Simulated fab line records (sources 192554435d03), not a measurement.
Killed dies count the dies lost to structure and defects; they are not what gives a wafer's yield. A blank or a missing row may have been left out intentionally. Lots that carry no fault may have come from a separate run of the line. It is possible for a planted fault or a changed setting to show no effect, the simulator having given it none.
Chamber matching || flow n5 finfet || N5_BEOL_M1_DEP_57 on pecvd-04 has 3 sister chambers
The step deposits SiCN from 3MS/NH3, target thk 8 nm, time 14 s. 3 wafers are shown with their chamber, then 7 later ones without.

== WAFERS WITH THEIR CHAMBER ==
{"wafer": "L089.4", "chamber": 2, "throttle valve pct (%)": 8.9}
{"wafer": "L089.5", "chamber": 1, "throttle valve pct (%)": 8.5}
{"wafer": "L093.5", "chamber": 0, "throttle valve pct (%)": 9.3}

== WAFERS MISSING THEIR CHAMBER ==
{"wafer": "L093.6", "throttle valve pct (%)": 8.8}
{"wafer": "L095.1", "throttle valve pct (%)": 9.4}
{"wafer": "L095.3", "throttle valve pct (%)": 8.5}
{"wafer": "L095.4", "throttle valve pct (%)": 9.3}
{"wafer": "L097.1", "throttle valve pct (%)": 8.6}
{"wafer": "L097.5", "throttle valve pct (%)": 9.4}
{"wafer": "L097.6", "throttle valve pct (%)": 8.6}

== WHICH CHAMBER EACH WENT THROUGH ==
{"wafer": "L093.6", "from the rows above": 2, "in truth": 2}
{"wafer": "L095.1", "from the rows above": 0, "in truth": 0}
{"wafer": "L095.3", "from the rows above": 1, "in truth": 1}
{"wafer": "L095.4", "from the rows above": 0, "in truth": 0}
{"wafer": "L097.1", "from the rows above": 1, "in truth": 1}
{"wafer": "L097.5", "from the rows above": 0, "in truth": 0}
{"wafer": "L097.6", "from the rows above": 1, "in truth": 1}
Correct placement for 7 of the 7. Can't be placed from these rows: 0. 0 placed wrongly.
How it was worked out, from the rows above alone: a wafer's distance from a chamber is the root of the sum, over the readings, of the square of ((its reading less the chamber's mean) divided by the reading's scatter). If the next closest chamber is less than 2 further off than the closest, the wafer can't be placed; otherwise it belongs to the closest. A chamber's mean is the mean of its shown wafers. The scatter: root of mean squared gap, hidden wafer to nearest shown wafer, with one shown wafer a chamber.
